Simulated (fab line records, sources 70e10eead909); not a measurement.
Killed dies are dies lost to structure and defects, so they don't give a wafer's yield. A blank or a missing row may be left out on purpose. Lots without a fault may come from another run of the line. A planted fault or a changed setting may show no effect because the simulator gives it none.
fab line records | flow nand_harc
record lots=24 wafers=72 last_day=33
route steps=1302 shown P_M1@298 P_M2@349 A_CHANNEL_HOLE_D1@468
lots that met no fault: from a run of the same line without faults
start_h: hours from the record's first day to the start of the lot's first wafer shown | wait_h: hours since the lot's step before | " the same as in the row above | L1.1+2: a row that stands for several wafers | - no value, or no start given | * or withheld: withheld | < > ~ a bound
route shown NAME@n: a module of which the file shows steps, and the number in the route of the first | usual: mean/standard deviation of fault-free wafers | same: alike in all rows | chamber/n: place in a boat | sites: the reading at each site | _std_site: their standard deviation | _edge_site: outer sites' mean less inner sites' | radius_mm: how far each site lies from the wafer's centre | mask NAME#n: copy n | behind: the tool/chamber that last shaped the wafer | hold: why the lot was held/for how many hours/how that ended | device: the transistor (n, p or np) that didn't switch | end of line: the same wafers' tests at the end of the route | a step without rows: its recipe alone | killed: dies lost to structure and defects at the first sort, not the wafer's yield | map: a wafer's dies, x killed, . not, _ none there
set.NAME: the setting as run; set.NAME@STEP: as run at that earlier step | model.NAME: the simulator's own value behind a step, which no gauge read
steps of the route over a sample of lots; a table a step, a row a wafer
services: from which hour (start_h, from the record's first day; less than 0 if before it) a tool's chamber was out of use, for how many hours, and why
## steps
# step NHARC_P_M1_DESCUM_14
# recipe time_s=3 o2_flow_sccm=200 ar_flow_sccm=0 bias_power_w=0 chemistry=O2
# usual drypump_motor_current_A=5.7/0.41 oes_product_au=1.000/0.013 rf_vpp_V=57.7/0.95 showerhead_plenum_p_Torr=1.88/0.065 throttle_valve_pct=11.311/0.0077
# columns lot.wafer tool chamber start_h wait_h drypump_motor_current_A oes_product_au rf_hours_counter_h rf_vpp_V showerhead_plenum_p_Torr throttle_valve_pct
L074.3 rie_diel-03 2 124.84 0.1 5.0 1.008 0.6 58.2 1.87 11.306
L074.5 " 3 " " 6.1 0.994 - 57.7 1.81 11.313
L074.6 " 0 " " 5.8 0.999 - 58.7 1.82 11.328
L075.1 rie_diel-03 2 135.80 0.1 5.0 1.006 1.5 59.5 1.87 11.316
L075.5 " 1 " " 5.7 0.972 - 58.0 1.99 11.318
L075.6 " 2 " " 5.0 0.996 - 57.0 1.87 11.320
L076.1 rie_diel-11 2 144.71 0.1 5.8 1.009 3.2 56.8 1.89 11.308
L076.3 " 1 " " 5.2 1.005 2.5 58.2 1.91 11.311
L076.6 " 2 " " 5.8 1.010 - 58.6 1.89 11.313
L077.4 rie_diel-03 3 160.74 0.1 6.1 0.992 2.8 58.4 1.81 11.304
L077.2 " 1 " " 5.7 0.984 3.3 59.2 1.99 11.315
L077.6 " 3 " " 6.1 0.977 - 55.5 1.81 11.305
L078.2 rie_diel-03 1 164.72 0.1 5.8 0.982 3.4 58.2 1.99 11.299
L078.4 " 3 " " 6.1 0.997 3.0 57.2 1.81 11.306
L078.6 " 1 " " 5.8 0.988 - 57.9 1.99 11.318
L079.1 rie_diel-11 1 172.15 0.1 5.2 1.019 3.8 58.2 1.91 11.314
L079.2 " 2 " " 5.8 1.010 5.0 58.4 1.89 11.305
L079.6 " 1 " " 5.2 1.013 - 56.7 1.91 11.314
L080.2 rie_diel-03 3 192.31 0.1 6.1 0.979 5.8 56.2 1.81 11.304
L080.3 " 2 " " 5.0 0.995 6.5 57.5 1.87 11.307
L080.5 " 3 " " 6.1 0.973 - 56.1 1.81 11.310
L081.4 rie_diel-03 2 198.28 0.1 5.0 0.988 6.7 56.9 1.87 11.307
L081.6 " 3 " " 6.1 0.984 - 57.3 1.81 11.299
L081.5 " 0 " " 5.7 1.003 - 58.6 1.82 11.315
L082.2 rie_diel-03 2 206.67 0.1 5.0 0.987 6.9 57.3 1.87 11.313
L082.4 " 1 " " 5.8 0.981 7.0 59.7 1.99 11.319
L082.6 " 2 " " 5.0 0.987 - 58.6 1.87 11.291
L083.2 rie_diel-03 0 223.36 0.1 5.7 1.011 7.7 56.9 1.82 11.312
L083.1 " 1 " " 5.7 1.003 8.3 57.3 1.99 11.313
L083.4 " 2 " " 5.0 1.002 8.2 56.8 1.87 11.317
L084.3 rie_diel-11 2 226.48 0.1 5.7 1.005 8.3 58.8 1.89 11.324
L084.2 " 0 " " 5.4 1.014 6.6 57.4 1.80 11.312
L084.6 " 2 " " 5.7 1.004 - 57.4 1.89 11.307
L085.1 rie_diel-11 2 235.57 0.1 5.8 1.000 8.6 56.4 1.89 11.318
L085.3 " 3 " " 6.3 1.014 7.8 59.3 1.96 11.307
L085.6 " 2 " " 5.8 0.994 - 58.2 1.89 11.309
L086.1 rie_diel-11 3 243.21 0.1 6.2 1.003 8.1 58.7 1.96 11.318
L086.5 " 0 " " 5.4 1.019 - 57.3 1.80 11.304
L086.6 " 1 " " 5.2 1.008 - 57.8 1.91 11.302
L087.4 rie_diel-03 2 250.52 0.1 5.0 0.997 10.2 58.7 1.87 11.320
L087.3 " 3 " " 6.1 0.983 8.8 57.7 1.81 11.313
L087.1 " 1 " " 5.7 0.999 10.5 56.5 1.99 11.320
L088.3 rie_diel-11 3 275.76 0.1 6.3 1.012 1.1 57.9 1.96 11.308
L088.4 " 0 " " 5.4 1.023 1.3 56.1 1.80 11.307
L088.6 " 2 " " 5.8 1.005 - 57.5 1.89 11.303
L089.1 rie_diel-03 2 276.18 0.1 5.0 1.003 11.6 57.6 1.87 11.312
L089.2 " 0 " " 5.8 1.004 12.4 58.0 1.82 11.324
L089.3 " 1 " " 5.7 0.983 12.5 58.6 1.99 11.311
L091.2 rie_diel-11 1 301.13 0.1 5.2 0.989 2.7 57.6 1.91 11.296
L091.3 " 2 " " 5.8 0.998 2.8 56.1 1.89 11.312
L091.1 " 0 " " 5.4 1.013 3.6 55.7 1.80 11.324
L090.2 rie_diel-11 2 302.11 0.1 5.8 1.000 3.0 57.7 1.89 11.320
L090.1 " 0 " " 5.4 1.012 3.7 56.7 1.80 11.323
L090.5 " 2 " " 5.8 1.004 - 58.0 1.89 11.292
L093.3 rie_diel-11 3 313.92 0.1 6.3 1.011 4.7 59.3 1.96 11.312
L093.1 " 1 " " 5.2 0.998 3.6 58.3 1.91 11.320
L093.5 " 2 " " 5.8 1.002 - 56.5 1.89 11.306
L092.2 rie_diel-11 1 314.83 0.1 5.2 0.998 3.7 57.9 1.91 11.320
L092.4 " 2 " " 5.8 0.998 3.1 59.0 1.89 11.316
L092.6 " 0 " " 5.4 1.016 - 56.0 1.80 11.319
L094.3 rie_diel-03 2 330.47 0.1 5.0 1.011 4.4 58.2 1.87 11.317
L094.4 " 3 " " 6.1 1.000 4.0 58.1 1.80 11.309
L094.5 " 3 " " 6.1 0.994 - 57.5 1.80 11.324
L095.2 rie_diel-11 3 342.60 0.1 6.3 1.018 6.8 58.5 1.96 11.311
L095.3 " 1 " " 5.2 0.999 5.6 59.1 1.91 11.312
L095.6 " 0 " " 5.4 0.997 - 56.7 1.80 11.314
L096.4 rie_diel-03 2 347.24 0.1 5.0 1.002 5.8 57.7 1.87 11.319
L096.1 " 3 " " 6.1 0.976 5.4 56.7 1.80 11.307
L096.2 " 0 " " 5.8 0.994 4.8 57.4 1.82 11.300
L097.4 rie_diel-03 0 348.48 0.1 5.7 1.001 4.8 57.5 1.82 11.323
L097.6 " 1 " " 5.7 0.981 - 58.0 1.99 11.312
L097.5 " 2 " " 5.0 1.009 - 57.4 1.87 11.309
# step NHARC_P_M1_PVD_20
# recipe target_thk_a=50 bias_v=168.6 power_w=15000 chamber_pressure_pa=0.12 time_s=8.06 substrate_temp_c=50 material=TaN
# usual cathode_dc_power_W=15000/3.1 throttle_valve_pct=30.0/0.89
# columns lot.wafer tool chamber start_h wait_h cathode_dc_power_W throttle_valve_pct
L074.3 pvd_sputter-01 - - - 15003 30.7
L074.6 " - " " 14998 30.7
L074.5 " - " " 15007 29.8
L075.1 pvd_sputter-02 - - - 15000 28.9
L075.5 " - " " 15003 29.9
L075.6 " - " " 15000 28.8
L076.1 pvd_sputter-03 - - - 15003 29.4
L076.3 " - " " 14997 30.8
L076.6 " - " " 15001 29.1
L077.4 pvd_sputter-03 - - - 15004 29.6
L077.2 " - " " 15001 31.2
L077.6 " - " " 14996 29.1
L078.4 pvd_sputter-03 - - - 15003 31.1
L078.2 " - " " 14997 30.9
L078.6 " - " " 14997 31.0
L079.1 pvd_sputter-02 - - - 15002 29.0
L079.2 " - " " 14996 29.9
L079.6 " - " " 14996 30.9
L080.2 pvd_sputter-03 - - - 15001 30.6
L080.3 " - " " 15006 31.1
L080.5 " - " " 15003 29.1
L081.4 pvd_sputter-01 - - - 14998 30.2
L081.6 " - " " 14996 30.4
L081.5 " - " " 14998 30.6
L082.4 pvd_sputter-01 - - - 15000 30.4
L082.2 " - " " 15003 29.4
L082.6 " - " " 14996 30.9
L083.4 pvd_sputter-01 - - - 14998 30.0
L083.1 " - " " 14992 30.4
L083.2 " - " " 15001 29.7
L084.3 pvd_sputter-02 - - - 14997 28.7
L084.2 " - " " 15003 31.1
L084.6 " - " " 14997 30.4
L085.1 pvd_sputter-02 - - - 15002 28.5
L085.3 " - " " 14999 28.8
L085.6 " - " " 14997 31.0
L086.1 pvd_sputter-03 - - - 14997 31.4
L086.6 " - " " 15003 30.0
L086.5 " - " " 15005 30.5
L087.4 pvd_sputter-02 - - - 15000 28.8
L087.3 " - " " 15001 28.4
L087.1 " - " " 14996 29.6
L088.3 pvd_sputter-01 - - - 14999 29.2
L088.4 " - " " 15005 30.6
L088.6 " - " " 14996 30.9
L089.1 pvd_sputter-02 - - - 15004 28.8
L089.2 " - " " 15000 30.9
L089.3 " - " " 14999 29.6
L091.1 pvd_sputter-03 - - - 14999 30.9
L091.3 " - " " 14999 31.2
L091.2 " - " " 15006 29.1
L090.2 pvd_sputter-01 - - - 15000 30.1
L090.1 " - " " 15002 29.1
L090.5 " - " " 14999 30.6
L093.1 pvd_sputter-01 - - - 15001 30.2
L093.3 " - " " 15006 30.7
L093.5 " - " " 14998 31.0
L092.2 pvd_sputter-03 - - - 14999 30.8
L092.4 " - " " 15004 28.9
L092.6 " - " " 14999 31.1
L094.3 pvd_sputter-02 - - - 14997 28.9
L094.4 " - " " 15002 31.4
L094.5 " - " " 15001 30.2
L095.2 pvd_sputter-01 - - - 15000 31.0
L095.3 " - " " 15004 30.1
L095.6 " - " " 14995 30.3
L096.4 pvd_sputter-01 - - - 14996 31.3
L096.2 " - " " 15003 30.1
L096.1 " - " " 15007 28.8
L097.4 pvd_sputter-02 - - - 14995 30.6
L097.6 " - " " 15004 28.3
L097.5 " - " " 14997 31.2
# step NHARC_P_M1_ANNEAL_31
# recipe temp_c=225 time_s=90
# usual wafer_temp_C_max=225.81/0.25
# columns lot.wafer tool chamber start_h wait_h wafer_temp_C_max
L074.3 rtp_anneal-02 0 126.70 0.3 225.65
L074.5 " 0 " " 225.40
L074.6 " 0 " " 225.77
L075.1 rtp_anneal-01 0 137.54 0.3 225.73
L075.5 " 0 " " 225.80
L075.6 " 0 " " 225.54
L076.1 rtp_anneal-01 0 146.48 0.3 225.80
L076.3 " 0 " " 225.99
L076.6 " 0 " " 226.03
L077.2 rtp_anneal-02 0 162.81 - 225.44
L077.4 " 0 " " 225.61
L077.6 " 0 " " 225.54
L078.2 rtp_anneal-01 0 166.53 - 225.95
L078.4 " 0 " " 226.16
L078.6 " 0 " " 226.02
L079.1 rtp_anneal-02 0 173.90 - 225.60
L079.2 " 0 " " 225.54
L079.6 " 0 " " 225.45
L080.2 rtp_anneal-01 0 194.11 - 226.03
L080.3 " 0 " " 226.03
L080.5 " 0 " " 226.27
L081.4 rtp_anneal-02 0 200.19 - 225.82
L081.5 " 0 " " 225.49
L081.6 " 0 " " 225.79
L082.2 rtp_anneal-01 0 208.49 - 226.17
L082.4 " 0 " " 225.86
L082.6 " 0 " " 226.19
L083.1 rtp_anneal-02 0 225.10 - 225.70
L083.2 " 0 " " 225.66
L083.4 " 0 " " 225.57
L084.2 rtp_anneal-02 0 228.30 0.4 225.90
L084.3 " 0 " " 225.79
L084.6 " 0 " " 225.54
L085.1 rtp_anneal-01 0 237.39 0.3 225.75
L085.3 " 0 " " 225.74
L085.6 " 0 " " 225.65
L086.1 rtp_anneal-02 0 245.02 - 225.90
L086.5 " 0 " " 225.85
L086.6 " 0 " " 225.59
L087.1 rtp_anneal-02 0 252.28 0.3 225.88
L087.3 " 0 " " 226.11
L087.4 " 0 " " 225.58
L088.3 rtp_anneal-01 0 278.11 0.3 226.20
L088.4 " 0 " " 226.20
L088.6 " 0 " " 225.56
L089.1 rtp_anneal-01 0 278.32 0.4 225.85
L089.2 " 0 " " 225.98
L089.3 " 0 " " 226.03
L091.1 rtp_anneal-02 0 302.90 - 225.62
L091.2 " 0 " " 225.59
L091.3 " 0 " " 225.71
L090.1 rtp_anneal-02 0 303.87 - 225.61
L090.2 " 0 " " 225.75
L090.5 " 0 " " 225.21
L093.1 rtp_anneal-02 0 316.09 0.3 225.85
L093.3 " 0 " " 225.77
L093.5 " 0 " " 225.71
L092.2 rtp_anneal-02 0 316.64 - 225.60
L092.4 " 0 " " 225.77
L092.6 " 0 " " 225.78
L094.3 rtp_anneal-02 0 332.35 - 225.97
L094.4 " 0 " " 225.82
L094.5 " 0 " " 225.71
L095.2 rtp_anneal-02 0 344.41 - 225.78
L095.3 " 0 " " 225.78
L095.6 " 0 " " 225.81
L096.1 rtp_anneal-02 0 348.99 0.3 225.97
L096.2 " 0 " " 225.70
L096.4 " 0 " " 225.91
L097.4 rtp_anneal-01 0 350.38 0.3 225.81
L097.5 " 0 " " 226.54
L097.6 " 0 " " 226.06
# step NHARC_P_M2_PRE_CLEAN_32
# recipe time_s=12 temp_c=370 rf_power_w=300 gas=NH3
# usual heater_power_w=649/88
# columns lot.wafer tool chamber start_h wait_h heater_power_w
L074.3 pecvd-02 1 131.62 0.1 667
L074.5 " 2 " " 740
L074.6 " 0 " " 494
L075.1 pecvd-02 0 142.61 0.1 500
L075.5 " 2 " " 718
L075.6 " 0 " " 501
L076.1 pecvd-03 0 151.56 0.1 717
L076.3 " 1 " " 680
L076.6 " 2 " " 536
L077.2 pecvd-03 2 167.87 0.1 505
L077.6 " 0 " " 800
L077.4 " 1 " " 626
L078.2 pecvd-03 2 171.54 0.1 533
L078.4 " 0 " " 787
L078.6 " 2 " " 542
L079.1 pecvd-03 2 178.98 0.1 525
L079.2 " 0 " " 671
L079.6 " 2 " " 520
L080.2 pecvd-03 1 199.21 0.1 682
L080.3 " 0 " " 693
L080.5 " 2 " " 542
L081.5 pecvd-02 1 205.33 0.1 589
L081.6 " 2 " " 735
L081.4 " 0 " " 515
L082.2 pecvd-02 0 213.49 0.1 462
L082.6 " 2 " " 688
L082.4 " 0 " " 474
L083.2 pecvd-01 2 230.08 0.1 648
L083.1 " 1 " " 745
L083.4 " 2 " " 634
L084.2 pecvd-03 2 233.38 0.1 581
L084.3 " 0 " " 777
L084.6 " 1 " " 615
L085.3 pecvd-03 0 242.45 0.1 674
L085.1 " 1 " " 674
L085.6 " 0 " " 686
L086.1 pecvd-02 0 249.94 0.1 498
L086.6 " 0 " " 509
L086.5 " 1 " " 699
L087.1 pecvd-02 0 257.24 0.1 506
L087.3 " 1 " " 669
L087.4 " 2 " " 621
L088.3 pecvd-01 1 283.04 0.1 752
L088.4 " 2 " " 702
L088.6 " 0 " " 737
L089.2 pecvd-02 2 283.36 0.1 691
L089.1 " 0 " " 522
L089.3 " 1 " " 641
L091.1 pecvd-02 1 307.95 0.1 661
L091.3 " 2 " " 733
L091.2 " 0 " " 557
L090.2 pecvd-02 0 308.97 0.1 547
L090.1 " 1 " " 646
L090.5 " 0 " " 546
L093.1 pecvd-03 0 321.21 0.1 755
L093.3 " 1 " " 682
L093.5 " 0 " " 784
L092.2 pecvd-02 1 321.74 0.1 736
L092.6 " 0 " " 528
L092.4 " 1 " " 731
L094.3 pecvd-02 1 337.27 0.1 620
L094.5 " 1 " " 620
L094.4 " 0 " " 549
L095.3 pecvd-03 2 349.41 0.1 579
L095.2 " 1 " " 699
L095.6 " 0 " " 775
L096.1 pecvd-03 2 354.10 0.1 587
L096.2 " 0 " " 799
L096.4 " 0 " " 785
L097.6 pecvd-03 1 355.19 0.1 703
L097.4 " 2 " " 573
L097.5 " 0 " " 758
# step NHARC_A_CHANNEL_HOLE_D1_ETCH_34
# recipe target_depth_a=1540 time_s=77 cf4_flow_sccm=100 chf3_flow_sccm=30 ar_flow_sccm=0 rf_w=500 bias_w=200 chemistry=CF4/CHF3
# usual cf4_flow_sccm=100.0/0.31 drypump_motor_current_A=5.7/0.36 oes_product_au=0.943/0.029 rf_vpp_V=369.9/2 showerhead_plenum_p_Torr=1.55/0.056 throttle_valve_pct=16.802/0.0091
# columns lot.wafer tool chamber start_h wait_h cf4_flow_sccm drypump_motor_current_A oes_product_au rf_hours_counter_h rf_vpp_V showerhead_plenum_p_Torr throttle_valve_pct
L074.3 rie_diel-03 1 - - 99.8 5.7 0.917 5 372.6 1.64 16.802
L074.6 " 3 " " 100.3 6.1 0.929 - 367.6 1.49 16.801
L074.5 " 0 " " 100.2 5.8 0.920 - 368.3 1.50 16.805
L075.1 rie_diel-04 3 - - 99.8 5.5 0.975 0 370.1 1.57 16.812
L075.5 " 0 " " 99.8 5.9 0.963 - 370.9 1.60 16.801
L075.6 " 1 " " 100.1 5.6 0.975 - 372.7 1.63 16.799
L076.3 rie_diel-12 3 - - 99.9 5.6 0.899 34 369.8 1.51 16.802
L076.1 " 1 " " 99.7 5.8 0.916 33 371.1 1.59 16.783
L076.6 " 3 " " 99.6 5.6 0.882 - 368.0 1.51 16.780
L077.4 rie_diel-03 0 - - 99.7 5.7 0.919 7 367.0 1.50 16.806
L077.2 " 1 " " 100.2 5.7 0.918 7 373.5 1.63 16.804
L077.6 " 0 " " 99.9 5.7 0.927 - 367.9 1.50 16.814
L078.2 rie_diel-12 1 - - 100.5 5.8 0.966 39 370.8 1.59 16.816
L078.4 " 0 " " 99.6 5.8 0.987 40 368.0 1.54 16.793
L078.6 " 2 " " 99.9 5.8 0.954 - 370.8 1.59 16.807
L079.1 rie_diel-12 0 - - 99.9 5.8 0.914 44 369.2 1.53 16.792
L079.2 " 2 " " 99.5 5.8 0.901 46 371.3 1.59 16.812
L079.6 " 1 " " 99.6 5.8 0.924 - 370.3 1.59 16.809
L080.3 rie_diel-03 0 - - 99.7 5.7 0.922 9 367.5 1.50 16.801
L080.2 " 1 " " 100.2 5.7 0.915 10 372.8 1.63 16.816
L080.5 " 3 " " 100.0 6.1 0.899 - 368.6 1.49 16.803
L081.4 rie_diel-04 0 - - 99.3 5.9 0.973 20 371.2 1.59 16.798
L081.5 " 1 " " 99.4 5.6 0.965 - 372.5 1.62 16.801
L081.6 " 2 " " 100.4 6.2 0.977 - 374.3 1.67 16.796
L082.2 rie_diel-03 2 - - 100.1 5.0 0.925 11 370.5 1.54 16.789
L082.4 " 1 " " 99.8 5.8 0.921 11 371.7 1.63 16.799
L082.6 " 2 " " 100.0 5.0 0.918 - 369.4 1.54 16.808
L083.4 rie_diel-03 0 - - 99.7 5.8 0.929 13 368.5 1.50 16.807
L083.1 " 1 " " 100.2 5.7 0.915 13 372.2 1.63 16.812
L083.2 " 2 " " 99.9 5.0 0.926 12 368.8 1.54 16.785
L084.2 rie_diel-03 0 - - 99.7 5.7 0.922 13 368.0 1.50 16.800
L084.3 " 1 " " 100.0 5.8 0.906 13 371.0 1.63 16.801
L084.6 " 3 " " 100.4 6.1 0.909 - 367.0 1.49 16.799
L085.1 rie_diel-03 1 - - 100.0 5.7 0.977 0 372.9 1.63 16.800
L085.3 " 2 " " 100.2 5.0 0.990 0 368.5 1.54 16.797
L085.6 " 2 " " 100.0 5.0 0.979 - 370.2 1.54 16.808
L086.1 rie_diel-03 3 - - 99.6 6.1 0.981 1 366.9 1.49 16.799
L086.6 " 0 " " 100.2 5.8 0.957 - 367.8 1.50 16.799
L086.5 " 1 " " 99.5 5.7 0.958 - 374.5 1.63 16.795
L087.3 rie_diel-03 3 - - 100.4 6.1 0.970 2 367.9 1.49 16.797
L087.4 " 0 " " 100.1 5.7 0.982 2 368.2 1.50 16.801
L087.1 " 1 " " 99.7 5.7 0.953 2 372.1 1.63 16.804
L088.4 rie_diel-03 2 - - 99.8 5.0 0.977 3 369.5 1.54 16.807
L088.3 " 0 " " 99.4 5.7 0.966 3 369.1 1.50 16.808
L088.6 " 2 " " 100.0 5.0 0.988 - 370.4 1.54 16.782
L089.3 rie_diel-03 1 - - 100.6 5.8 0.949 4 373.2 1.63 16.782
L089.1 " 2 " " 100.0 5.0 0.989 4 369.6 1.54 16.806
L089.2 " 3 " " 100.1 6.1 0.970 4 368.2 1.49 16.800
L091.1 rie_diel-03 2 - - 100.1 5.0 0.968 6 368.8 1.54 16.798
L091.3 " 0 " " 100.3 5.8 0.972 5 368.0 1.50 16.818
L091.2 " 1 " " 100.1 5.7 0.964 6 371.0 1.63 16.806
L090.2 rie_diel-12 1 - - 99.7 5.8 0.938 26 371.5 1.58 16.782
L090.1 " 2 " " 99.3 5.8 0.931 17 369.8 1.58 16.800
L090.5 " 1 " " 100.0 5.8 0.936 - 370.8 1.58 16.801
L092.2 rie_diel-03 0 - - 99.8 5.8 0.921 6 367.6 1.50 16.811
L092.4 " 2 " " 99.8 5.0 0.932 7 370.2 1.54 16.817
L092.6 " 0 " " 100.0 5.7 0.916 - 368.8 1.50 16.802
L093.1 rie_diel-04 0 - - 99.6 5.9 0.998 2 371.7 1.59 16.795
L093.3 " 3 " " 100.1 5.5 0.991 1 371.1 1.55 16.804
L093.5 " 0 " " 99.9 5.9 0.997 - 371.9 1.59 16.792
L094.3 rie_diel-03 2 - - 100.0 5.0 0.923 9 368.5 1.54 16.801
L094.4 " 1 " " 100.0 5.7 0.904 9 370.9 1.63 16.804
L094.5 " 2 " " 100.4 5.0 0.921 - 369.1 1.54 16.815
L095.3 rie_diel-03 3 - - 99.3 6.1 0.937 10 367.8 1.49 16.813
L095.2 " 0 " " 100.1 5.7 0.929 10 366.5 1.50 16.794
L095.6 " 2 " " 100.1 5.0 0.924 - 369.5 1.54 16.797
L096.4 rie_diel-03 0 - - 100.0 5.7 0.929 11 368.3 1.50 16.797
L096.2 " 1 " " 100.4 5.7 0.925 10 371.7 1.63 16.811
L096.1 " 2 " " 100.0 5.0 0.929 11 370.2 1.54 16.813
L097.4 rie_diel-04 2 - - 100.2 6.2 0.982 15 372.5 1.65 16.812
L097.5 " 3 " " 100.0 5.5 0.979 - 368.1 1.55 16.797
L097.6 " 0 " " 100.3 5.9 0.991 - 371.5 1.59 16.788
# step NHARC_A_CHANNEL_HOLE_D1_ETCH_16
# recipe target_depth_a=31000 over_etch_frac=0.3 time_s=806 ion_energy_ev=150 o2_flow_sccm=400 cos_flow_sccm=20 ar_flow_sccm=0 rf_w=500 bias_w=300 chemistry=O2/COS
# usual cos_flow_sccm=20.00/0.066 drypump_motor_current_A=5.7/0.36 oes_product_au=0.998/0.011 rf_vpp_V=313.7/2 showerhead_plenum_p_Torr=3.09/0.11 throttle_valve_pct=28.329/0.0088
# columns lot.wafer tool chamber start_h wait_h cos_flow_sccm drypump_motor_current_A oes_product_au rf_hours_counter_h rf_vpp_V showerhead_plenum_p_Torr throttle_valve_pct
L074.3 rie_diel-03 0 - - 20.03 5.7 1.001 6 311.3 2.98 28.320
L074.6 " 1 " " 19.94 5.8 0.998 - 315.3 3.24 28.331
L074.5 " 2 " " 19.91 5.0 1.016 - 314.7 3.06 28.327
L075.1 rie_diel-04 0 - - 19.94 6.0 1.014 0 313.6 3.17 28.318
L075.5 " 1 " " 19.98 5.6 1.010 - 315.8 3.23 28.342
L075.6 " 2 " " 20.03 6.2 1.006 - 317.2 3.32 28.323
L076.1 rie_diel-12 2 - - 19.90 5.8 0.974 35 314.7 3.16 28.328
L076.3 " 0 " " 19.86 5.9 1.005 36 312.6 3.05 28.321
L076.6 " 2 " " 20.05 5.8 0.987 - 315.2 3.16 28.319
L077.2 rie_diel-03 2 - - 20.03 5.0 0.994 7 314.3 3.06 28.346
L077.4 " 3 " " 20.00 6.2 0.983 7 310.6 2.96 28.318
L077.6 " 2 " " 20.13 5.0 0.994 - 314.0 3.06 28.317
L078.4 rie_diel-12 2 - - 19.91 5.8 0.983 41 313.3 3.16 28.338
L078.2 " 3 " " 20.14 5.6 0.972 38 312.1 3.00 28.330
L078.6 " 2 " " 20.06 5.8 0.977 - 314.9 3.16 28.315
L079.1 rie_diel-12 2 - - 20.13 5.8 0.977 46 314.1 3.15 28.317
L079.2 " 3 " " 19.95 5.6 0.968 43 313.6 3.00 28.325
L079.6 " 0 " " 20.00 5.9 1.007 - 313.6 3.04 28.313
L080.3 rie_diel-03 0 - - 20.01 5.8 1.009 9 313.0 2.98 28.324
L080.2 " 1 " " 20.07 5.7 1.004 10 315.4 3.24 28.331
L080.5 " 0 " " 19.97 5.8 1.002 - 311.3 2.98 28.336
L081.4 rie_diel-04 2 - - 20.06 6.2 1.017 18 316.0 3.31 28.336
L081.6 " 1 " " 19.99 5.6 1.008 - 316.4 3.22 28.321
L081.5 " 2 " " 20.01 6.2 1.013 - 317.1 3.31 28.330
L082.2 rie_diel-03 0 - - 19.97 5.7 1.005 11 313.3 2.98 28.326
L082.4 " 2 " " 19.88 5.0 0.994 11 313.8 3.06 28.324
L082.6 " 1 " " 20.00 5.7 0.999 - 317.3 3.24 28.331
L083.1 rie_diel-03 0 - - 19.88 5.8 1.008 13 311.3 2.97 28.328
L083.4 " 1 " " 19.95 5.8 0.985 13 315.5 3.24 28.329
L083.2 " 2 " " 19.90 5.0 0.999 12 313.5 3.06 28.316
L084.3 rie_diel-03 3 - - 20.05 6.1 0.967 12 309.8 2.96 28.327
L084.2 " 0 " " 20.00 5.7 1.007 14 311.1 2.97 28.337
L084.6 " 3 " " 19.97 6.1 0.983 - 312.5 2.96 28.310
L085.3 rie_diel-03 0 - - 19.92 5.8 1.000 0 311.8 2.97 28.323
L085.1 " 2 " " 20.11 5.0 0.998 0 314.6 3.06 28.329
L085.6 " 0 " " 19.91 5.8 0.999 - 313.3 2.97 28.336
L086.1 rie_diel-03 3 - - 20.05 6.1 1.004 1 311.2 2.96 28.332
L086.5 " 2 " " 20.10 5.0 0.996 - 311.3 3.06 28.315
L086.6 " 3 " " 19.98 6.1 1.002 - 313.0 2.96 28.347
L087.4 rie_diel-03 1 - - 19.97 5.8 0.989 2 315.7 3.24 28.331
L087.3 " 2 " " 19.92 5.0 1.003 2 312.2 3.05 28.349
L087.1 " 0 " " 20.01 5.7 0.996 2 311.2 2.97 28.314
L088.4 rie_diel-03 2 - - 19.88 5.0 1.007 3 313.7 3.05 28.333
L088.3 " 1 " " 19.98 5.8 0.984 4 315.2 3.24 28.338
L088.6 " 2 " " 20.01 5.0 1.005 - 313.5 3.05 28.323
L089.2 rie_diel-03 1 - - 20.03 5.7 0.985 4 315.2 3.24 28.335
L089.1 " 2 " " 20.01 5.0 0.997 4 314.0 3.05 28.343
L089.3 " 3 " " 19.98 6.1 0.989 4 312.5 2.95 28.333
L091.2 rie_diel-03 1 - - 19.97 5.8 0.986 6 316.3 3.24 28.331
L091.1 " 2 " " 19.99 5.0 1.002 6 313.3 3.05 28.338
L091.3 " 0 " " 19.85 5.8 0.996 5 310.9 2.97 28.324
L090.2 rie_diel-12 1 - - 19.98 5.8 0.999 26 316.7 3.14 28.323
L090.1 " 3 " " 19.96 5.6 0.989 23 310.8 2.98 28.345
L090.5 " 1 " " 20.08 5.8 1.006 - 313.0 3.14 28.334
L092.2 rie_diel-03 3 - - 20.03 6.1 0.996 7 310.0 2.95 28.333
L092.4 " 1 " " 20.01 5.7 0.990 7 316.6 3.24 28.336
L092.6 " 3 " " 20.02 6.1 0.988 - 311.0 2.95 28.329
L093.3 rie_diel-04 3 - - 20.00 5.5 1.009 1 312.7 3.08 28.329
L093.1 " 1 " " 19.95 5.6 1.007 2 316.0 3.20 28.320
L093.5 " 3 " " 20.01 5.6 1.015 - 314.1 3.08 28.334
L094.3 rie_diel-03 3 - - 20.06 6.1 0.995 9 312.2 2.95 28.335
L094.4 " 0 " " 19.96 5.8 0.995 8 311.1 2.97 28.329
L094.5 " 3 " " 20.00 6.1 0.995 - 310.8 2.95 28.337
L095.3 rie_diel-03 3 - - 19.90 6.1 1.004 10 311.8 2.95 28.324
L095.2 " 1 " " 20.10 5.7 0.990 10 316.2 3.23 28.338
L095.6 " 0 " " 19.97 5.7 0.998 - 312.1 2.97 28.337
L096.4 rie_diel-03 3 - - 20.11 6.1 0.997 11 311.5 2.95 28.319
L096.1 " 0 " " 20.04 5.8 1.007 11 313.0 2.97 28.329
L096.2 " 1 " " 19.88 5.8 0.997 11 316.3 3.23 28.315
L097.4 rie_diel-04 3 - - 20.03 5.6 1.016 14 314.2 3.07 28.320
L097.5 " 1 " " 19.98 5.6 0.986 - 315.9 3.20 28.326
L097.6 " 2 " " 19.94 6.2 1.012 - 316.0 3.28 28.334
## services
# columns tool chamber start_h hours kind
rie_diel-11 1 102.02 4.7 repair
rie_diel-03 - 104.30 9.0 pm
rie_diel-03 1 116.74 4.8 repair
pecvd-03 - 122.59 0.4 repair
rie_diel-03 3 140.03 1.7 repair
rie_diel-11 - 147.42 2.5 repair
pvd_sputter-01 - 163.90 2.9 repair
rie_diel-03 - 176.73 0.3 repair
pecvd-03 0 183.99 2.0 repair
pecvd-03 - 185.74 13.0 pm
pecvd-02 - 202.37 0.9 repair
pecvd-03 - 211.65 1.2 repair
pecvd-02 - 227.29 13.0 pm
rie_diel-03 3 233.74 10.9 repair
rie_diel-11 - 255.56 9.0 pm
rie_diel-03 - 281.32 9.0 pm
pecvd-02 2 297.35 2.5 repair
rie_diel-11 2 303.69 10.1 repair
rie_diel-03 2 311.91 2.2 repair
pecvd-03 2 319.45 6.8 repair
rie_diel-03 0 333.78 4.3 repair
pecvd-03 - 346.67 1.6 repair
pecvd-03 - 366.74 13.0 pm
rie_diel-03 0 402.70 2.8 repair
## key
fault none
